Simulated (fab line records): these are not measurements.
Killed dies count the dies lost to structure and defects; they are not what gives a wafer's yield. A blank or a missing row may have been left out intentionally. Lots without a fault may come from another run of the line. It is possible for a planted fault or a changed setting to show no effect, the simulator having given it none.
Which tool was responsible? || flow n5-finfet || 29 wafers from 10 lots sampled at 5 of the route's 1938 steps

== WHAT THE GAUGES SHOWED, per wafer ==
N5_BEOL_M14_THK_MEAS_01.
{"lot": "L426", "measured": "day 15 12:16", "on": "film-metro-02", "M14_ILD_THK (nm)": "1130 1127 1136"}
{"lot": "L428", "measured": "day 15 19:18", "on": "film-metro-01", "M14_ILD_THK (nm)": "1123 1147 1119"}
{"lot": "L429", "measured": "day 16 22:22", "on": "film-metro-01", "M14_ILD_THK (nm)": "1100 1135 1112"}
{"lot": "L434", "measured": "day 18 00:37", "on": "film-metro-01", "M14_ILD_THK (nm)": "1132 1144 1143"}
{"lot": "L435", "measured": "day 18 12:26", "on": "film-metro-01", "M14_ILD_THK (nm)": "1133 1073 1124"}
{"lot": "L441", "measured": "day 19 12:22", "on": "film-metro-02", "M14_ILD_THK (nm)": "1145 1081"}
{"lot": "L446", "measured": "day 19 21:02", "on": "film-metro-01", "M14_ILD_THK (nm)": "1122 1102 1130"}
{"lot": "L444", "measured": "day 20 03:13", "on": "film-metro-01", "M14_ILD_THK (nm)": "1080 1113 1100"}
{"lot": "L445", "measured": "day 20 09:07", "on": "film-metro-02", "M14_ILD_THK (nm)": "1122 1091 1132"}
{"lot": "L447", "measured": "day 20 19:45", "on": "film-metro-01", "M14_ILD_THK (nm)": "1130 1123 1114"}

== WHICH TOOL RAN EACH LOT (tool, then ch and the chambers of the sampled wafers, then the start) ==
{"lot": "L426", "N5_BEOL_M13_ETCH_67": "rie-diel-02 ch 0,1,2, day 15 07:56", "N5_BEOL_M13_STRIP_37": "plasma-asher-02 ch 0,1, day 15 08:31", "N5_BEOL_M13_SPUTTER_45": "pvd-sputter-02, day 15 10:48", "N5_BEOL_M14_ILD_DEP_00": "pecvd-04 ch 0,2, day 15 12:00"}
{"lot": "L428", "N5_BEOL_M13_ETCH_67": "rie-diel-05 ch 0,2,3, day 15 14:49", "N5_BEOL_M13_STRIP_37": "plasma-asher-01 ch 0,1, day 15 15:24", "N5_BEOL_M13_SPUTTER_45": "pvd-sputter-02, day 15 18:02", "N5_BEOL_M14_ILD_DEP_00": "pecvd-02 ch 0,1,2, day 15 19:07"}
{"lot": "L429", "N5_BEOL_M13_ETCH_67": "rie-diel-02 ch 1,2,3, day 16 17:14", "N5_BEOL_M13_STRIP_37": "plasma-asher-02 ch 0,1, day 16 17:50", "N5_BEOL_M13_SPUTTER_45": "pvd-sputter-01, day 16 21:07", "N5_BEOL_M14_ILD_DEP_00": "pecvd-04 ch 0,1,2, day 16 22:16"}
{"lot": "L434", "N5_BEOL_M13_ETCH_67": "rie-diel-02 ch 0,2, day 17 20:35", "N5_BEOL_M13_STRIP_37": "plasma-asher-01 ch 0,1, day 17 21:10", "N5_BEOL_M13_SPUTTER_45": "pvd-sputter-01, day 17 23:03", "N5_BEOL_M14_ILD_DEP_00": "pecvd-02 ch 0, day 18 00:07"}
{"lot": "L435", "N5_BEOL_M13_ETCH_67": "rie-diel-02 ch 0,1,3, day 18 07:07", "N5_BEOL_M13_STRIP_37": "plasma-asher-01 ch 0,1, day 18 07:41", "N5_BEOL_M13_SPUTTER_45": "pvd-sputter-02, day 18 11:11", "N5_BEOL_M14_ILD_DEP_00": "pecvd-02 ch 0,1, day 18 12:14"}
{"lot": "L441", "N5_BEOL_M13_ETCH_67": "rie-diel-05 ch 2,3, day 19 05:21", "N5_BEOL_M13_STRIP_37": "plasma-asher-02 ch 0,1, day 19 05:57", "N5_BEOL_M13_SPUTTER_45": "pvd-sputter-02, day 19 11:06", "N5_BEOL_M14_ILD_DEP_00": "pecvd-02 ch 0,2, day 19 12:14"}
{"lot": "L446", "N5_BEOL_M13_ETCH_67": "rie-diel-02 ch 0,1, day 19 16:15", "N5_BEOL_M13_STRIP_37": "plasma-asher-01 ch 0,1, day 19 16:50", "N5_BEOL_M13_SPUTTER_45": "pvd-sputter-02, day 19 19:26", "N5_BEOL_M14_ILD_DEP_00": "pecvd-04 ch 0,1, day 19 20:46"}
{"lot": "L444", "N5_BEOL_M13_ETCH_67": "rie-diel-05 ch 1,2,3, day 19 21:22", "N5_BEOL_M13_STRIP_37": "plasma-asher-01 ch 0,1, day 19 21:57", "N5_BEOL_M13_SPUTTER_45": "pvd-sputter-01, day 20 01:58", "N5_BEOL_M14_ILD_DEP_00": "pecvd-03 ch 0,2, day 20 03:01"}
{"lot": "L445", "N5_BEOL_M13_ETCH_67": "rie-diel-06 ch 2,3, day 20 06:10", "N5_BEOL_M13_STRIP_37": "plasma-asher-01 ch 0,1, day 20 06:45", "N5_BEOL_M13_SPUTTER_45": "pvd-sputter-03, day 20 07:22", "N5_BEOL_M14_ILD_DEP_00": "pecvd-04 ch 0,1,2, day 20 08:54"}
{"lot": "L447", "N5_BEOL_M13_ETCH_67": "rie-diel-05 ch 0,1,2, day 20 12:50", "N5_BEOL_M13_STRIP_37": "plasma-asher-02 ch 0,1, day 20 13:22", "N5_BEOL_M13_SPUTTER_45": "pvd-sputter-01, day 20 18:27", "N5_BEOL_M14_ILD_DEP_00": "pecvd-03 ch 0,1,2, day 20 19:38"}
- N5_BEOL_M13_ETCH_67: etches SiARC in CF4, target depth 143 nm, time 238.3 s.
- N5_BEOL_M13_STRIP_37: strips in N2/H2.
- N5_BEOL_M13_SPUTTER_45: material Cu, target thk 80 nm, time 13.33 s.
- N5_BEOL_M14_ILD_DEP_00: deposits SiO2 from TEOS/O2, target thk 1119.3 nm, time 237.4 s.

== AS READ BY THE TOOLS THEMSELVES (means over the sampled wafers that have a number; for cases with no such wafer, the mark the record gives instead) ==
N5_BEOL_M13_ETCH_67.
{"lot": "L426", "tool": "rie-diel-02", "drypump-motor-current-A (A)": 5.4, "etch-rf-on-time-s (s)": 244, "oes-product-au (a.u.)": 0.73, "rf-vpp-V (V)": 184.3, "showerhead-plenum-p-Torr (Torr)": 2.23, "throttle-valve-pct (%)": 15.51}
{"lot": "L428", "tool": "rie-diel-05", "drypump-motor-current-A (A)": 5.6, "etch-rf-on-time-s (s)": 240, "oes-product-au (a.u.)": 0.61, "rf-vpp-V (V)": 184.0, "showerhead-plenum-p-Torr (Torr)": 2.10, "throttle-valve-pct (%)": 15.69}
{"lot": "L429", "tool": "rie-diel-02", "drypump-motor-current-A (A)": 5.7, "etch-rf-on-time-s (s)": 249, "oes-product-au (a.u.)": 0.68, "rf-vpp-V (V)": 184.5, "showerhead-plenum-p-Torr (Torr)": 2.16, "throttle-valve-pct (%)": 15.61}
{"lot": "L434", "tool": "rie-diel-02", "drypump-motor-current-A (A)": 4.9, "etch-rf-on-time-s (s)": 238, "oes-product-au (a.u.)": 0.75, "rf-vpp-V (V)": 184.8, "showerhead-plenum-p-Torr (Torr)": 2.20, "throttle-valve-pct (%)": 15.44}
{"lot": "L435", "tool": "rie-diel-02", "drypump-motor-current-A (A)": 5.6, "etch-rf-on-time-s (s)": 246, "oes-product-au (a.u.)": 0.67, "rf-vpp-V (V)": 184.3, "showerhead-plenum-p-Torr (Torr)": 2.18, "throttle-valve-pct (%)": 15.74}
{"lot": "L441", "tool": "rie-diel-05", "drypump-motor-current-A (A)": 5.9, "etch-rf-on-time-s (s)": 240, "oes-product-au (a.u.)": 0.60, "rf-vpp-V (V)": 184.6, "showerhead-plenum-p-Torr (Torr)": 2.12, "throttle-valve-pct (%)": 15.67}
{"lot": "L446", "tool": "rie-diel-02", "drypump-motor-current-A (A)": 5.3, "etch-rf-on-time-s (s)": 239, "oes-product-au (a.u.)": 0.70, "rf-vpp-V (V)": 185.1, "showerhead-plenum-p-Torr (Torr)": 2.24, "throttle-valve-pct (%)": 15.69}
{"lot": "L444", "tool": "rie-diel-05", "drypump-motor-current-A (A)": 5.8, "etch-rf-on-time-s (s)": 237, "oes-product-au (a.u.)": 0.65, "rf-vpp-V (V)": 184.2, "showerhead-plenum-p-Torr (Torr)": 2.14, "throttle-valve-pct (%)": 15.61}
{"lot": "L445", "tool": "rie-diel-06", "drypump-motor-current-A (A)": 5.8, "etch-rf-on-time-s (s)": 228, "oes-product-au (a.u.)": 0.74, "rf-vpp-V (V)": 184.0, "showerhead-plenum-p-Torr (Torr)": 2.14, "throttle-valve-pct (%)": 15.47}
{"lot": "L447", "tool": "rie-diel-05", "drypump-motor-current-A (A)": 5.5, "etch-rf-on-time-s (s)": 238, "oes-product-au (a.u.)": 0.73, "rf-vpp-V (V)": 184.8, "showerhead-plenum-p-Torr (Torr)": 2.23, "throttle-valve-pct (%)": 15.53}

N5_BEOL_M13_STRIP_37.
{"lot": "L426", "tool": "plasma-asher-02", "drypump-motor-current-A (A)": 6.1, "heater-power-w (W)": 291, "oes-product-au (a.u.)": 0.792}
{"lot": "L428", "tool": "plasma-asher-01", "drypump-motor-current-A (A)": 6.0, "heater-power-w (W)": 319, "oes-product-au (a.u.)": 0.785}
{"lot": "L429", "tool": "plasma-asher-02", "drypump-motor-current-A (A)": 6.1, "heater-power-w (W)": 289, "oes-product-au (a.u.)": 0.791}
{"lot": "L434", "tool": "plasma-asher-01", "drypump-motor-current-A (A)": 6.3, "heater-power-w (W)": 310, "oes-product-au (a.u.)": 0.774}
{"lot": "L435", "tool": "plasma-asher-01", "drypump-motor-current-A (A)": 6.0, "heater-power-w (W)": 322, "oes-product-au (a.u.)": 0.779}
{"lot": "L441", "tool": "plasma-asher-02", "drypump-motor-current-A (A)": 6.2, "heater-power-w (W)": 292, "oes-product-au (a.u.)": 0.791}
{"lot": "L446", "tool": "plasma-asher-01", "drypump-motor-current-A (A)": 6.0, "heater-power-w (W)": 316, "oes-product-au (a.u.)": 0.777}
{"lot": "L444", "tool": "plasma-asher-01", "drypump-motor-current-A (A)": 6.3, "heater-power-w (W)": 310, "oes-product-au (a.u.)": 0.786}
{"lot": "L445", "tool": "plasma-asher-01", "drypump-motor-current-A (A)": 6.0, "heater-power-w (W)": 317, "oes-product-au (a.u.)": 0.778}
{"lot": "L447", "tool": "plasma-asher-02", "drypump-motor-current-A (A)": 6.1, "heater-power-w (W)": 293, "oes-product-au (a.u.)": 0.788}

N5_BEOL_M13_SPUTTER_45.
{"lot": "L426", "tool": "pvd-sputter-02", "throttle-valve-pct (%)": 29.5}
{"lot": "L428", "tool": "pvd-sputter-02", "throttle-valve-pct (%)": 29.9}
{"lot": "L429", "tool": "pvd-sputter-01", "throttle-valve-pct (%)": 30.1}
{"lot": "L434", "tool": "pvd-sputter-01", "throttle-valve-pct (%)": 30.0}
{"lot": "L435", "tool": "pvd-sputter-02", "throttle-valve-pct (%)": 29.7}
{"lot": "L441", "tool": "pvd-sputter-02", "throttle-valve-pct (%)": 30.4}
{"lot": "L446", "tool": "pvd-sputter-02", "throttle-valve-pct (%)": 29.4}
{"lot": "L444", "tool": "pvd-sputter-01", "throttle-valve-pct (%)": 29.4}
{"lot": "L445", "tool": "pvd-sputter-03", "throttle-valve-pct (%)": 29.9}
{"lot": "L447", "tool": "pvd-sputter-01", "throttle-valve-pct (%)": 30.2}

N5_BEOL_M14_ILD_DEP_00.
{"lot": "L426", "tool": "pecvd-04", "heater-power-w (W)": 632, "run-length-s (s)": 280.8, "showerhead-plenum-p-Torr (Torr)": 8.319, "throttle-valve-pct (%)": 18.6}
{"lot": "L428", "tool": "pecvd-02", "heater-power-w (W)": 630, "run-length-s (s)": 280.5, "showerhead-plenum-p-Torr (Torr)": 8.344, "throttle-valve-pct (%)": 18.2}
{"lot": "L429", "tool": "pecvd-04", "heater-power-w (W)": 556, "run-length-s (s)": 280.6, "showerhead-plenum-p-Torr (Torr)": 8.351, "throttle-valve-pct (%)": 20.0}
{"lot": "L434", "tool": "pecvd-02", "heater-power-w (W)": 470, "run-length-s (s)": 280.7, "showerhead-plenum-p-Torr (Torr)": 8.336, "throttle-valve-pct (%)": 17.7}
{"lot": "L435", "tool": "pecvd-02", "heater-power-w (W)": 514, "run-length-s (s)": 276.7, "showerhead-plenum-p-Torr (Torr)": 8.357, "throttle-valve-pct (%)": 17.8}
{"lot": "L441", "tool": "pecvd-02", "heater-power-w (W)": 541, "run-length-s (s)": 273.6, "showerhead-plenum-p-Torr (Torr)": 8.332, "throttle-valve-pct (%)": 17.6}
{"lot": "L446", "tool": "pecvd-04", "heater-power-w (W)": 558, "run-length-s (s)": 280.7, "showerhead-plenum-p-Torr (Torr)": 8.362, "throttle-valve-pct (%)": 21.1}
{"lot": "L444", "tool": "pecvd-03", "heater-power-w (W)": 562, "run-length-s (s)": 280.6, "showerhead-plenum-p-Torr (Torr)": 8.330, "throttle-valve-pct (%)": 18.6}
{"lot": "L445", "tool": "pecvd-04", "heater-power-w (W)": 585, "run-length-s (s)": 280.8, "showerhead-plenum-p-Torr (Torr)": 8.343, "throttle-valve-pct (%)": 20.1}
{"lot": "L447", "tool": "pecvd-03", "heater-power-w (W)": 561, "run-length-s (s)": 280.8, "showerhead-plenum-p-Torr (Torr)": 8.338, "throttle-valve-pct (%)": 19.0}

== THE ANSWER, worked out from the rows above alone ==
Rule: the usual values come from the lots themselves. The widest of any qualifying gaps counts: lots, ordered by their means at a reading, are off when they make up no more than a third of the lots, leave a main group of 4 or more, and stand apart from it by 3 or more times the standard deviation of that group's means. A main group whose means are all the same, to the digits that the tables above print for the reading, isn't used. A lot without any number at a reading at which 4 lots or more have one is off too. Any other lot the step has rows for is counted as sound. The gauges are gone through in route order, then the tools' own readings, and for those a lot's mean is taken as printed above. At the first step where some lot is off, the reading lying furthest off is the one used; lots without a number count as furthest.
Off: L435, L441 (N5_BEOL_M14_ILD_DEP_00, run-length-s). Mean 280.7 s and standard deviation 0.11 in the main group.
If a tool, at that step or one of the process steps before it, ran each lot that is off and ran no sound lot following the first of them, it fits. One fits: pecvd-02 at N5_BEOL_M14_ILD_DEP_00. A fault onset in the window from L434 (day 18 00:07, its last sound lot) to L435 (day 18 12:14, its first lot off) fits.
The tool's own readings at N5_BEOL_M14_ILD_DEP_00 bear it out: on the lots that are off they differ by more than 5 times the standard deviation of the sound lots' means. run-length-s reads 275.1 s there against 280.7 s on the sound lots.

== WHAT WAS PUT IN BY THE SIMULATOR ==
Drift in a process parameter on pecvd-02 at N5_BEOL_M14_ILD_DEP_00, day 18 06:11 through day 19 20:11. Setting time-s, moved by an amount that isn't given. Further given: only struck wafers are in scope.
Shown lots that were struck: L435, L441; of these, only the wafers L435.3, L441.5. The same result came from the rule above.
